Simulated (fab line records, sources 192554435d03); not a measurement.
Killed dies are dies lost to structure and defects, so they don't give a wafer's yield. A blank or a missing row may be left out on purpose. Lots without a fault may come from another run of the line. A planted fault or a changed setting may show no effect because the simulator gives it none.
fab line records | flow n5_finfet
record lots=10 wafers=30 last_day=17
route steps=1938 shown BEOL_M12@1639 PASSIVATION@1936
lots that met no fault: from a run of the same line without faults
start_h: hours from the record's first day to the start of the lot's first wafer shown | wait_h: hours since the lot's step before | " the same as in the row above | L1.1+2: a row that stands for several wafers | - no value, or no start given | * or withheld: withheld | < > ~ a bound
route shown NAME@n: a module of which the file shows steps, and the number in the route of the first | usual: mean/standard deviation of fault-free wafers | same: alike in all rows | chamber/n: place in a boat | sites: the reading at each site | _std_site: their standard deviation | _edge_site: outer sites' mean less inner sites' | radius_mm: how far each site lies from the wafer's centre | mask NAME#n: copy n | behind: the tool/chamber that last shaped the wafer | hold: why the lot was held/for how many hours/how that ended | device: the transistor (n, p or np) that didn't switch | end of line: the same wafers' tests at the end of the route | a step without rows: its recipe alone | killed: dies lost to structure and defects at the first sort, not the wafer's yield | map: a wafer's dies, x killed, . not, _ none there
set.NAME: the setting as run; set.NAME@STEP: as run at that earlier step | model.NAME: the simulator's own value behind a step, which no gauge read
steps of the route over a sample of lots; a table a step, a row a wafer
services: from which hour (start_h, from the record's first day; less than 0 if before it) a tool's chamber was out of use, for how many hours, and why
## steps
# step N5_BEOL_M12_TRENCH_ETCH_34
# recipe chemistry=C4F8/O2/Ar target=SiOC target_depth_a=3189.5 mask_material=SOC pressure_mtorr=30 source_w=3000 bias_w=700 Ar_flow_sccm=400 C4F8_flow_sccm=15 O2_flow_sccm=8 he_inner_torr=15 he_outer_torr=30 time_s=125.5 ion_energy_ev=250
# usual bias_w=700.0/2 drypump_motor_current_A=6.0/0.35 he_inner_torr=14.99/0.03 oes_product_au=0.80/0.095 rf_vpp_V=665/3.1 showerhead_plenum_p_Torr=3.39/0.11 throttle_valve_pct=24.13/0.21
# same time_s=125.5
# columns lot.wafer tool chamber start_h wait_h bias_w drypump_motor_current_A he_inner_torr oes_product_au rf_hours_counter_h rf_vpp_V showerhead_plenum_p_Torr throttle_valve_pct
L656.2 rie_diel-02 3 240.60 0.0 698.9 5.5 15.01 0.87 31 666 3.51 24.43
L656.3 " 2 " " 701.0 5.9 14.97 0.72 184 670 3.52 24.11
L656.6 " 3 " " 701.0 5.5 15.00 0.86 - 666 3.51 24.43
L658.1 rie_diel-04 2 256.26 0.0 698.4 6.1 15.03 0.70 246 664 3.35 24.22
L658.3 " 0 " " 697.6 5.8 15.03 0.89 30 670 3.63 23.89
L658.5 " 1 " " 702.2 6.3 14.96 0.80 - 663 3.30 23.80
L661.1 rie_diel-02 0 271.21 0.0 700.9 6.3 14.96 0.81 107 663 3.30 24.15
L661.4 " 2 " " 701.2 5.9 15.00 0.72 195 668 3.51 24.11
L661.6 " 2 " " 699.3 5.9 14.98 0.71 - 670 3.51 24.10
L666.2 rie_diel-04 2 290.14 0.0 698.5 6.1 15.02 0.98 1 665 3.35 23.92
L666.3 " 3 " " 700.4 5.1 15.00 0.84 67 668 3.44 24.29
L666.5 " 1 " " 698.0 6.3 14.96 0.79 - 661 3.30 23.81
L667.3 rie_diel-03 3 308.71 0.0 699.5 5.9 14.97 0.67 237 662 3.24 24.51
L667.4 " 1 " " 700.0 6.6 14.97 0.97 - 663 3.35 24.08
L667.5 " 3 " " 701.1 5.9 14.94 0.67 - 661 3.24 24.52
L671.3 rie_diel-03 1 323.48 0.0 701.5 6.6 15.05 0.94 22 663 3.34 24.09
L671.5 " 1 " " 701.3 6.6 15.06 0.94 - 663 3.34 24.09
L671.6 " 0 " " 701.6 6.0 15.03 0.72 - 662 3.25 24.05
L676.1 rie_diel-03 2 364.22 0.0 703.1 5.7 15.00 0.72 202 665 3.40 24.19
L676.3 " 1 " " 694.3 6.6 15.02 0.92 31 663 3.34 24.10
L676.4 " 3 " " 699.8 5.9 14.96 1.00 3 671 3.63 24.22
L673.1 rie_diel-02 0 364.86 0.0 700.2 6.4 14.98 0.78 143 661 3.29 24.21
L673.2 " 1 " " 701.4 6.0 15.00 0.87 25 664 3.37 23.89
L673.4 " 2 " " 700.5 5.9 15.02 0.69 228 669 3.50 24.16
L677.3 rie_diel-02 2 366.55 0.0 701.7 5.9 15.01 0.69 229 667 3.50 24.16
L677.4 " 0 " " 697.2 6.4 15.02 0.77 144 661 3.29 24.22
L677.6 " 1 " " 700.1 6.1 15.04 0.88 - 664 3.37 23.89
L678.2 rie_diel-03 0 376.72 0.0 702.9 6.0 15.01 0.70 199 661 3.24 24.09
L678.4 " 3 " " 702.9 5.9 15.01 0.97 8 670 3.63 24.24
L678.6 " 0 " " 698.1 6.0 14.94 0.70 - 661 3.24 24.08
# step N5_BEOL_M12_STRIP_37
# recipe chemistry=N2/H2 power_w=1000 temp_c=250 h2_frac=0.65 overash_fraction=0.3 pressure_mtorr=withheld n2_flow_sccm=1750 h2_flow_sccm=3250
# usual drypump_motor_current_A=5.4/0.53 heater_power_w=319/19 oes_product_au=0.790/0.01
# columns lot.wafer tool chamber start_h wait_h drypump_motor_current_A heater_power_w oes_product_au rf_hours_counter_h
L656.2 plasma_asher-01 1 240.79 0.0 6.4 316 0.796 72
L656.3 " 0 " " 5.4 353 0.788 -
L656.6 " 1 " " 6.4 316 0.805 -
L658.1 plasma_asher-01 0 256.47 0.0 5.4 356 0.806 75
L658.3 " 0 " " 5.4 347 0.812 -
L658.5 " 1 " " 6.3 310 0.815 -
L661.1 plasma_asher-02 0 271.41 0.0 4.9 303 0.790 120
L661.4 " 1 " " 5.3 308 0.784 -
L661.6 " 0 " " 4.9 307 0.784 -
L666.2 plasma_asher-01 0 290.33 0.0 5.4 358 0.807 82
L666.3 " 0 " " 5.4 357 0.774 -
L666.5 " 0 " " 5.4 353 0.786 -
L667.3 plasma_asher-01 1 308.92 0.1 6.4 310 0.783 -
L667.4 " 0 " " 5.4 344 0.787 -
L667.5 " 0 " " 5.4 354 0.792 -
L671.3 plasma_asher-02 1 323.69 0.1 5.3 321 0.790 -
L671.5 " 0 " " 4.9 312 0.799 -
L671.6 " 1 " " 5.3 316 0.797 -
L676.1 plasma_asher-01 1 364.41 0.0 6.4 316 0.788 94
L676.3 " 1 " " 6.4 315 0.775 -
L676.4 " 0 " " 5.4 354 0.785 -
L673.1 plasma_asher-01 0 365.05 0.0 5.4 367 0.788 94
L673.2 " 1 " " 6.4 317 0.801 94
L673.4 " 1 " " 6.4 318 0.804 -
L677.3 plasma_asher-02 1 366.76 0.1 5.3 304 0.783 -
L677.4 " 0 " " 4.9 311 0.787 -
L677.6 " 0 " " 4.9 300 0.797 -
L678.2 plasma_asher-02 1 376.91 0.0 5.3 313 0.802 144
L678.4 " 0 " " 4.9 304 0.790 -
L678.6 " 1 " " 5.2 307 0.805 -
# step N5_BEOL_M12_SPUTTER_44
# recipe material=Ta target_thk_a=100 temp_c=50 bias_v=80 power_w=15000 chamber_pressure_pa=0.07 time_s=16.13
# usual chamber_pressure_pa=0.07002/0.00014 throttle_valve_pct=30.0/1.3
# columns lot.wafer tool chamber start_h wait_h chamber_pressure_pa throttle_valve_pct
L656.2 pvd_sputter-02 - 242.82 0.0 0.07 29.0
L656.3 " - " " 0.07 27.4
L656.6 " - " " 0.07006 30.6
L658.1 pvd_sputter-03 - 258.17 0.0 0.07024 31.3
L658.3 " - " " 0.07015 30.0
L658.5 " - " " 0.06995 30.4
L661.1 pvd_sputter-03 - 273.30 0.0 0.07 31.0
L661.4 " - " " 0.07003 29.8
L661.6 " - " " 0.07009 29.9
L666.2 pvd_sputter-02 - 292.06 0.0 0.07007 27.3
L666.3 " - " " 0.07008 30.9
L666.5 " - " " 0.07009 31.1
L667.3 pvd_sputter-02 - 311.38 0.0 0.07014 29.3
L667.4 " - " " 0.06995 31.1
L667.5 " - " " 0.06989 31.4
L671.3 pvd_sputter-03 - 324.42 0.0 0.06992 30.0
L671.5 " - " " 0.06984 31.1
L671.6 " - " " 0.06996 31.2
L676.1 pvd_sputter-03 - 368.40 0.0 0.07014 31.4
L676.3 " - " " 0.07009 31.3
L676.4 " - " " 0.06998 30.8
L673.1 pvd_sputter-03 - 369.08 0.0 0.06991 30.0
L673.2 " - " " 0.07028 31.1
L673.4 " - " " 0.06967 30.5
L677.3 pvd_sputter-02 - 370.87 0.0 0.06993 29.2
L677.4 " - " " 0.06995 30.7
L677.6 " - " " 0.07018 29.1
L678.2 pvd_sputter-02 - 377.78 0.0 0.06999 29.4
L678.4 " - " " 0.07004 30.8
L678.6 " - " " 0.06996 29.2
# step N5_BEOL_M12_CMP_49
# recipe stop_on=SiOC t_overpolish_s=20.6 down_force_psi=1 platen_rpm=50 clearing_platen_down_force_psi=1.5 clearing_platen_rpm=50 post_cmp_clean=cu_alkaline target_thk_nm=320 clearing_platen_pad_velocity_m_s=0.99484 pad_velocity_m_s=0.99484
# usual barrier_field_endpoint_s=30.4/0.73 head_pressure_psi=1.0002/0.0022 motor_current_A=5.9/0.46 retaining_ring_pressure_frac=1.000/0.005
# columns lot.wafer tool chamber start_h wait_h barrier_field_endpoint_s head_pressure_psi motor_current_A retaining_ring_pressure_frac
L656.3 cmp-02 2 243.74 0.2 30.2 1.0034 6.1 1.007
L656.2 " 1 " " 29.3 0.9992 5.4 1.000
L656.6 " 2 " " 30.2 1.0024 5.8 1.005
L658.3 cmp-02 0 259.25 0.2 29.8 1.0013 6.1 0.989
L658.1 " 1 " " 29.5 0.9967 5.0 0.992
L658.5 " 3 " " 30.8 1.0031 5.6 1.002
L661.4 cmp-02 2 274.65 0.5 31.0 1.0003 5.7 1.001
L661.1 " 1 " " 29.8 0.9969 5.3 1.000
L661.6 " 3 " " 31.3 0.9974 6.0 0.993
L666.2 cmp-01 3 292.85 0.2 30.3 0.9982 6.1 0.999
L666.3 " 1 " " 30.7 0.9995 7.0 0.998
L666.5 " 3 " " 29.8 1.0016 5.7 1.004
L667.3 cmp-02 0 312.02 0.2 30.7 1.0002 6.1 1.011
L667.4 " 2 " " 29.7 1.0004 6.4 1.002
L667.5 " 1 " " 29.8 0.9990 5.4 0.997
L671.3 cmp-03 3 325.19 0.2 30.8 1.0024 5.2 0.999
L671.6 " 1 " " 30.0 0.9995 6.5 1.006
L671.5 " 2 " " 29.7 0.9953 6.1 1.001
L676.1 cmp-03 3 369.07 0.3 30.7 1.0003 5.4 0.991
L676.4 " 0 " " 28.0 0.9978 5.6 1.001
L676.3 " 1 " " 29.8 1.0000 6.6 0.995
L673.2 cmp-02 2 369.73 0.2 30.7 0.9991 6.0 1.002
L673.4 " 3 " " 27.7 0.9980 5.5 0.996
L673.1 " 0 " " 30.6 1.0000 6.6 1.006
L677.3 cmp-03 2 371.57 0.2 30.3 1.0004 6.3 0.997
L677.4 " 3 " " 30.7 1.0019 5.2 0.998
L677.6 " 3 " " 31.8 1.0051 5.3 0.999
L678.4 cmp-02 1 378.47 0.2 29.7 0.9997 5.2 1.000
L678.2 " 2 " " 30.8 0.9967 6.3 0.994
L678.6 " 0 " " 30.8 0.9999 6.3 0.995
# step N5_BEOL_M12_THK_MEAS_50
# recipe thk_meas_gauge=xrf reads=Cu_of_BEOL_M12_ECD_47
# usual M12_THK=317/4.6
# columns lot.wafer tool chamber start_h wait_h M12_THK[nm]
L656.2 film_metro-02 - 244.03 - 316
L656.3 " - " " 315
L656.6 " - " " 316
L658.1 film_metro-02 - 259.51 - 318
L658.3 " - " " 323
L658.5 " - " " 315
L661.1 film_metro-02 - 274.95 - 317
L661.4 " - " " 319
L661.6 " - " " 318
L666.2 film_metro-01 - 293.15 - 327
L666.3 " - " " 321
L666.5 " - " " 317
L667.3 film_metro-02 - 312.31 - 311
L667.4 " - " " 320
L667.5 " - " " 309
L671.3 film_metro-02 - 325.41 - 322
L671.5 " - " " 328
L671.6 " - " " 317
L676.1 film_metro-01 - 369.33 - 311
L676.3 " - " " 313
L676.4 " - " " 317
L673.1 film_metro-01 - 370.02 - 316
L673.2 " - " " 319
L673.4 " - " " 313
L677.3 film_metro-01 - 371.86 - 314
L677.4 " - " " 312
L677.6 " - " " 322
L678.2 film_metro-02 - 378.73 - 316
L678.4 " - " " 323
L678.6 " - " " 318
# step N5_PASSIVATION_PROBE_49
# usual defect_limited_yield=91.2/1.6 killed_at_M0_to_M3=31/10 killed_at_M4_up=14/4.4 killed_at_contacts=13/6 killed_at_front_end=43/13 killed_at_other=3.5/2.6 killed_dies=104/18 killed_open=68/14 killed_short=34/8.1 sort_bin_4_leakage=0.01/0.073 sort_bin_5_function=5.1/1.1 sort_bin_6_memory=3.3/0.68 sort_bin_8_speed=0.00/0.0071 sort_n_pass=1076/18 sort_yield_pct=91.2/1.6
# same gross_dies=1180 killed_at_back_side=0
# columns lot.wafer tool chamber start_h wait_h defect_limited_yield[%] killed_at_M0_to_M3 killed_at_M4_up killed_at_contacts killed_at_front_end killed_at_other killed_dies killed_open killed_short sort_bin_4_leakage[%] sort_bin_5_function[%] sort_bin_6_memory[%] sort_bin_8_speed[%] sort_n_pass sort_yield_pct[%]
L661.1 prober-01 - 311.97 0.0 89.7 22 11 17 63 8 121 87 33 0 5.6 4.4 0 1059 89.7
L661.4 prober-01 - 312.12 0.2 90.3 26 11 17 54 7 115 73 41 0 6.4 3.2 0 1065 90.3
L661.6 prober-01 - 312.22 0.3 90.6 28 7 8 64 4 111 69 39 0 6.1 3.2 0 1069 90.6
L666.2 prober-02 - 330.88 0.1 91.3 36 13 11 34 9 103 62 41 0 5.0 3.4 0 1077 91.3
L666.3 prober-02 - 330.93 0.1 89.7 36 20 10 51 4 121 82 38 0 6.0 3.5 0 1059 89.7
L666.5 prober-02 - 331.03 0.2 91.4 40 14 0 38 9 101 61 39 0 5.4 2.9 0 1079 91.4
L667.4 prober-01 - 345.07 0.2 91.9 21 17 14 39 4 95 58 37 0 4.2 3.6 0 1085 91.9
L676.1 prober-01 - 406.19 0.5 91.6 19 5 17 52 6 99 59 38 0 4.7 3.5 0 1081 91.6
L676.3 prober-01 - 406.29 0.6 87.3 44 23 27 54 2 150 106 42 0 7.5 4.8 0 1030 87.3
L676.4 prober-01 - 406.34 0.7 90.5 17 16 17 61 1 112 76 36 0 6.0 3.1 0 1068 90.5
L677.3 prober-02 - 411.88 0.1 93.2 16 17 6 41 0 80 58 22 0 4.5 2.1 0 1100 93.2
L677.4 prober-02 - 411.93 0.2 93.4 15 15 8 39 1 78 50 28 0 3.3 3.1 0 1102 93.4
L677.6 prober-02 - 412.03 0.3 93.1 22 10 12 35 2 81 49 32 0 3.2 3.4 0 1099 93.1
# killed by level:class
L661.1 STI_FIN_REVEAL:geometric_particle:open=19 MOL_CONTACT_COAG:geometric_particle:open=16 BEOL_M1:geometric_particle:open=10 FIN_SAQP:geometric_particle:short=9 FIN_SAQP:geometric_particle:open=9 DUMMY_GATE:geometric_particle:open=8 BEOL_M4:geometric_particle:open=6 STI_FIN_REVEAL:geometric_particle:short=6
L661.4 MOL_CONTACT_COAG:geometric_particle:open=17 STI_FIN_REVEAL:geometric_particle:open=14 FIN_SAQP:geometric_particle:short=10 BEOL_M1:geometric_particle:open=10 GATE_CUT:geometric_particle:short=8 FIN_SAQP:geometric_particle:open=7 BEOL_M0_SAQP:geometric_particle:short=6 DUMMY_GATE:geometric_particle:open=5
L661.6 FIN_SAQP:geometric_particle:short=15 STI_FIN_REVEAL:geometric_particle:open=12 DUMMY_GATE:geometric_particle:open=9 BEOL_M0_SAQP:geometric_particle:open=9 BEOL_M0_SAQP:geometric_particle:short=8 MOL_CONTACT_COAG:geometric_particle:open=7 STARTING-WAFER:geometric_particle:open=7 FIN_SAQP:geometric_particle:open=6
L666.2 FIN_SAQP:geometric_particle:open=12 BEOL_M0_SAQP:geometric_particle:short=10 MOL_CONTACT_COAG:geometric_particle:open=8 BEOL_M1:geometric_particle:open=7 BEOL_M0_SAQP:geometric_particle:open=6 FIN_SAQP:geometric_particle:short=5 BEOL_M1:geometric_particle:short=5 BEOL_M4:geometric_particle:short=4
L666.3 FIN_SAQP:geometric_particle:open=17 BEOL_M0_SAQP:geometric_particle:short=12 BEOL_M0_SAQP:geometric_particle:open=12 MOL_CONTACT_COAG:geometric_particle:open=8 STI_FIN_REVEAL:geometric_particle:open=7 GATE_CUT:geometric_particle:short=6 BEOL_M3:geometric_particle:open=5 BEOL_M5:geometric_particle:open=4
L666.5 BEOL_M0_SAQP:geometric_particle:open=10 STI_FIN_REVEAL:geometric_particle:open=9 BEOL_M0_SAQP:geometric_particle:short=9 FIN_SAQP:geometric_particle:short=6 BEOL_M3:geometric_particle:open=6 BEOL_M4:geometric_particle:short=6 FIN_SAQP:geometric_particle:open=5 BEOL_M1:geometric_particle:open=5
L667.4 BEOL_M4:geometric_particle:open=11 MOL_CONTACT_COAG:geometric_particle:open=10 FIN_SAQP:geometric_particle:short=9 BEOL_M2:geometric_particle:short=8 FIN_SAQP:geometric_particle:open=6 STARTING-WAFER:geometric_particle:short=6 STI_FIN_REVEAL:geometric_particle:open=5 MOL_CONTACT_COAG:geometric_particle:short=4
L676.1 STI_FIN_REVEAL:geometric_particle:open=10 MOL_CONTACT_COAG:geometric_particle:open=10 FIN_SAQP:geometric_particle:open=9 FIN_SAQP:geometric_particle:short=8 MOL_CONTACT_COAG:geometric_particle:short=7 GATE_CUT:geometric_particle:short=6 BEOL_M1:geometric_particle:open=6 DUMMY_GATE:geometric_particle:open=4
L676.3 MOL_CONTACT_COAG:geometric_particle:open=23 FIN_SAQP:geometric_particle:short=13 BEOL_M0_SAQP:geometric_particle:open=12 BEOL_M4:geometric_particle:open=12 FIN_SAQP:geometric_particle:open=10 BEOL_M1:geometric_particle:open=9 BEOL_M2:geometric_particle:open=9 BEOL_M0_SAQP:geometric_particle:short=8
L676.4 FIN_SAQP:geometric_particle:open=19 MOL_CONTACT_COAG:geometric_particle:open=11 FIN_SAQP:geometric_particle:short=9 BEOL_M4:geometric_particle:open=9 DUMMY_GATE:geometric_particle:open=8 STI_FIN_REVEAL:geometric_particle:open=6 MOL_CONTACT_COAG:geometric_particle:short=6 BEOL_M0_SAQP:geometric_particle:short=5
L677.3 FIN_SAQP:geometric_particle:open=10 BEOL_M4:geometric_particle:open=7 FIN_SAQP:geometric_particle:short=6 MOL_CONTACT_COAG:geometric_particle:open=5 STI_FIN_REVEAL:geometric_particle:open=5 DUMMY_GATE:geometric_particle:open=5 BEOL_M3:geometric_particle:open=5 BEOL_M0_SAQP:geometric_particle:open=4
L677.4 FIN_SAQP:geometric_particle:short=8 STI_FIN_REVEAL:geometric_particle:open=8 DUMMY_GATE:geometric_particle:open=7 GATE_CUT:geometric_particle:short=7 MOL_CONTACT_COAG:geometric_particle:open=6 BEOL_M3:geometric_particle:open=5 BEOL_M4:geometric_particle:open=5 BEOL_M1:geometric_particle:open=4
L677.6 DUMMY_GATE:geometric_particle:open=9 BEOL_M0_SAQP:geometric_particle:short=8 FIN_SAQP:geometric_particle:open=7 MOL_CONTACT_COAG:geometric_particle:open=7 FIN_SAQP:geometric_particle:short=6 BEOL_M0_SAQP:geometric_particle:open=6 MOL_CONTACT_COAG:geometric_particle:short=5 STI_FIN_REVEAL:geometric_particle:open=4
## services
# columns tool chamber start_h hours kind
plasma_asher-02 - 217.12 0.3 repair
rie_diel-02 0 218.61 13.5 repair
cmp-02 - 224.34 2.1 repair
rie_diel-04 3 229.55 4.3 repair
rie_diel-03 1 249.80 - clean
rie_diel-03 1 249.80 - consumable_replace:focus_ring
rie_diel-03 1 249.80 19.8 scheduled_down
rie_diel-03 1 249.80 19.8 vent_cycle
cmp-02 - 257.53 0.8 repair
cmp-03 - 273.12 2.0 repair
rie_diel-03 2 280.67 4.3 repair
rie_diel-02 1 282.03 - clean
rie_diel-03 0 298.30 15.4 repair
cmp-03 - 301.54 3.1 repair
cmp-03 - 311.26 4.0 pm
cmp-02 - 322.57 4.0 pm
rie_diel-02 2 324.37 9.4 repair
cmp-02 - 326.57 - consumable_replace:conditioner
cmp-02 - 326.57 - consumable_replace:pad
rie_diel-03 1 329.91 16.6 repair
plasma_asher-01 - 340.01 8.9 repair
pvd_sputter-02 - 357.37 4.9 repair
rie_diel-04 - 359.62 15.6 pm
rie_diel-03 - 369.26 2.8 pm
## key
first_sign step=N5_BEOL_M12_CMP_49 reading=barrier_field_endpoint_s direction=down sigmas=3.5 usual=30.4 struck=27.8
effect none on later readings
met_at N5_BEOL_M12_SPUTTER_44
struck_lots L673,L676
struck_wafers L673.4,L676.4
not_acting_at N5_BEOL_M12_TRENCH_ETCH_34,N5_BEOL_M12_STRIP_37,N5_BEOL_M12_THK_MEAS_50
onset_between 324.42 368.40
fault kind=process_parameter_drift tool=pvd_sputter-03 chamber=- onset_h=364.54 steps=N5_BEOL_M12_SPUTTER_44 channel=time_s offset=* shape=step end_h=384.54 scope=struck_wafers_only acts_in=* stated=*
